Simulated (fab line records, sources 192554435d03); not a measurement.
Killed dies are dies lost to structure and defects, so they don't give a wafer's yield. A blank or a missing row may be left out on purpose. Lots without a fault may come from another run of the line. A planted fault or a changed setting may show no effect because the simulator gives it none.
Chamber matching | flow n5_finfet | N5_BEOL_M10_ILD_DEP_00 on pecvd-02: 3 sister chambers
The step deposits SiCOH lowk from DEMS/porogen, target thk 308.51 nm, time 58 s. 3 wafers are shown with their chamber, then 10 later ones without.

WAFERS WITH THEIR CHAMBER
wafer  | chamber | throttle_valve_pct (%)
L083.2 | 0       | 14.5
L086.2 | 2       | 12.8
L086.4 | 1       | 13.9

WAFERS WITHOUT THEIR CHAMBER
wafer  | throttle_valve_pct (%)
L086.6 | 14.7
L087.1 | 14.5
L087.3 | 12.9
L087.5 | 12.9
L091.3 | 13.9
L091.4 | 13.6
L091.6 | 12.8
L094.2 | 14.8
L094.3 | 13.5
L094.4 | 14.5

WHICH CHAMBER EACH WENT THROUGH
wafer  | from the rows above     | in truth
L086.6 | 0                       | 0
L087.1 | 0                       | 0
L087.3 | 2                       | 2
L087.5 | 2                       | 2
L091.3 | 1                       | 1
L091.4 | 1                       | 1
L091.6 | 2                       | 2
L094.2 | 0                       | 0
L094.3 | can't be placed: 1 or 2 | 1
L094.4 | 0                       | 0
Placed correctly: 9 of 10. Can't be placed from these rows: 1 (the true chamber is among the candidates in 1). Placed wrongly: 0.
How it was worked out, from the rows above alone: a wafer's distance from a chamber is the root of the sum, over the readings, of the square of ((its reading less the chamber's mean) divided by the reading's scatter). The wafer belongs to the nearest chamber; if the next one is less than 2 further off, it can't be placed. A chamber's mean is the mean of its shown wafers. The scatter: with one shown wafer a chamber, the root of the mean of the squares of how far each hidden wafer lies from its nearest shown one.
